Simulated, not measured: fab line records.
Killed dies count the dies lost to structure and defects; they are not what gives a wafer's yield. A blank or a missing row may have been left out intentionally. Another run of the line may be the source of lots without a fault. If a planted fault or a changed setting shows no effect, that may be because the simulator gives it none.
Comparing a struck lot with a sound one | flow nand harc | 21 steps out of a route of 1302
Sound: the wafers L473.1, L473.2, L473.4. Struck: wafers L475.2, L475.3, L475.4. Last of all comes the cause.
Per side, at each step with rows, come the tool, then ch with its chambers, and then its first start. Under that, the readings that differ: sound wafers | struck wafers | difference of the means | sigmas: that difference in standard deviations of wafers without a fault.
alike: readings whose means differ by less than 2 such deviations, and words and numbers that are the same on both sides. not compared: withheld readings, readings that some wafer has no value for, bounds like >300 that may hide the same value, and numbers for which the record gives no deviation and whose values overlap.
Wherever a step has rows on one side only, a row that says differs or no value, or a row with sigmas, the two part there. Numbers that have no deviation but don't overlap get no sigmas and don't part them. A reading missing from all wafers of one side parts the sides only when that side holds two or more wafers.

NHARC_A_BLC_CMP_25: polishes, t overpolish 30 s, target thk 150 nm.
  sound on cmp-01 ch 0,1,2, day 28 00:52; struck on cmp-01 ch 0,1,3, day 28 18:28
  alike: motor current A, overpolish run s, time to endpoint s
following that, these wafers have no rows for 1 step: NHARC_A_BLC_SRD_27.
NHARC_A_BLC_INSPECT_28:
  sound on defect inspect-02, day 28 01:16; struck on defect inspect-02, day 28 18:51
  alike: raw defect count
then, 8 steps without rows for these wafers: NHARC_A_M0_DEP_00 (deposits SiOC, target thk 150 nm); NHARC_A_M0_DEHYDRATE_01 (time 120 s); NHARC_A_M0_HMDS_02 (time 30 s); NHARC_A_M0_COAT_33 (time 65 s); NHARC_A_M0_COAT_03 (resist thk 90 nm); NHARC_A_M0_SOFTBAKE_04 (time 55 s); NHARC_A_M0_EBR_05; NHARC_A_M0_EXPOSE_06 (exposes mask A M0, target cd 80 nm).
NHARC_A_M0_PEB_07: peb time 65 s.
  sound on litho track-06 ch 0, day 28 02:05; struck on litho track-01 ch 0, day 28 19:41
  reading                  | sound                | struck            | difference | sigmas
  heater power total W (W) | 156.1 156.2 156.7    | 151.8 152.9 151.7 | -4.2       | -10
  plate temp C (C)         | 100.21 100.07 100.00 | 98.07 98.13 98.18 | -1.97      | -15
then, 1 step without rows for these wafers: NHARC_A_M0_DEVELOP_08 (develop time 35 s).
NHARC_A_M0_CD_MEAS_09: target cd 80 nm.
  sound on cd sem-03 ch 0, day 28 02:10; struck on cd sem-01 ch 0, day 28 19:46
  reading    | sound          | struck         | difference | sigmas
  cd nm (nm) | 77.8 79.1 80.8 | 70.6 71.3 72.6 | -7.7       | -8
NHARC_A_M0_OVL_MEAS_10: pitch 160 nm.
  sound on overlay-02, day 28 02:16; struck on overlay-02, day 28 19:51
  alike: overlay x nm, overlay y nm
NHARC_A_M0_INSPECT_11:
  sound on defect inspect-01, day 28 02:17; struck on defect inspect-02, day 28 19:53
  alike: raw defect count
NHARC_A_M0_DESCUM_14: chemistry O2, time 3 s.
  sound on rie diel-08 ch 0,2,3, day 28 02:22; struck on rie diel-08 ch 1,2,3, day 28 19:57
  reading                | sound                | struck               | difference | sigmas
  rf hours counter h (h) | 7.1 6.6 6.4          | 7.9 7.3 8.4          | +1.2       |
  throttle valve pct (%) | 11.291 11.280 11.311 | 11.320 11.311 11.312 | +0.020     | +2
  model.A_M0.cd nm (nm)  | 78.04 79.46 80.97    | 70.57 71.13 71.95    | -8.27      |
  alike: chamber pressure mTorr, drypump motor current A, mfc ar sccm, o2 flow sccm, oes product au, rf vpp V, showerhead plenum p Torr
NHARC_A_M0_ETCH_34: etches the open film in N2/H2, target depth 40 nm, overetch 12 nm, time 43.94 s.
  sound on rie diel-08 ch 1,2,3, day 28 02:26; struck on rie diel-08 ch 0,2,3, day 28 20:02
  alike: chamber pressure mTorr, drypump motor current A, h2 flow sccm, mfc ar sccm, oes product au, rf vpp V, showerhead plenum p Torr, throttle valve pct
  not compared: rf hours counter h
NHARC_A_M0_ETCH_15: etches the open film in C4F8/Ar, target depth 150 nm, overetch 15 nm, time 82.5 s.
  sound on rie diel-08 ch 0,1,2; struck on rie diel-08 ch 0,2,3
  reading                | sound             | struck            | difference | sigmas
  rf hours counter h (h) | 6.6 6.4 7.3       | 7.6 7.4 7.9       | +0.9       |
  model.A_M0.cd nm (nm)  | 78.04 80.49 80.17 | 70.15 72.22 72.06 | -8.09      |
  alike: chamber pressure mTorr, oes product au, rf vpp V
NHARC_A_M0_CD_MEAS_16:
  sound on cd sem-01, day 28 02:39; struck on cd sem-02, day 28 20:15
  reading    | sound          | struck         | difference | sigmas
  cd nm (nm) | 77.8 80.6 80.2 | 70.0 72.3 72.5 | -7.9       | -7
NHARC_END_SORT_01:
  only the struck wafers appear in the record here, on prober-01 ch 0 at day 30 10:17; the sound ones have no rows

== WHERE THEY PART ==
Earliest at NHARC_A_M0_PEB_07; latest, in this record, at NHARC_END_SORT_01.

WHY: what had been put in by the simulator
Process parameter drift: litho track-01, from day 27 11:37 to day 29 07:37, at NHARC_A_M0_PEB_07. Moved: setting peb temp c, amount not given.
